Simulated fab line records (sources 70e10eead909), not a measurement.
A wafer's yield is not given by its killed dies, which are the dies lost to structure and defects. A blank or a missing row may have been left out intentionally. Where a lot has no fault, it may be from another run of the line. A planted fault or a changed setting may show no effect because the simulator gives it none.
Chamber matching -- flow nandHarc -- NHARC_A_STAIRCASE_DEP_301 on pecvd-04 has 3 sister chambers
The step deposits SiON, target thk 30 nm. 6 wafers are shown with their chamber, then 12 later ones without.

## WAFERS WITH THEIR CHAMBER
wafer,chamber,heaterPowerW (W)
L087.2,2,625
L088.4,0,923
L088.6,1,796
L089.3,1,726
L089.5,0,959
L089.6,2,709

## WAFERS MISSING THEIR CHAMBER
wafer,heaterPowerW (W)
L093.2,868
L093.3,841
L093.5,864
L094.1,735
L094.3,776
L094.4,576
L096.1,840
L096.3,654
L096.5,636
L097.2,904
L097.3,839
L097.4,937

## CHAMBER TAKEN BY EACH
wafer,from the rows above,in truth
L093.2,can't be placed: 0 or 1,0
L093.3,can't be placed: 1 or 0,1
L093.5,can't be placed: 0 or 1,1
L094.1,can't be placed: 1 or 2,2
L094.3,1,1
L094.4,2,2
L096.1,can't be placed: 1 or 0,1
L096.3,2,2
L096.5,2,2
L097.2,0,0
L097.3,can't be placed: 1 or 0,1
L097.4,0,0
Correct placement for 6 of the 12. Unplaceable from these rows: 6, with the true chamber sitting among the candidates in 6. 0 placed wrongly.
How it was worked out, from the rows above alone: a wafer's distance from a chamber is the root of the sum, over the readings, of the square of ((its reading less the chamber's mean) divided by the reading's scatter). The wafer belongs to the nearest chamber; if the next one is less than 2 further off, it can't be placed. Each chamber's mean is taken over the wafers shown for it. The scatter: take each reading less its chamber's mean, square it, sum over the shown wafers, divide by the number of wafers less the number of chambers, and take the root.
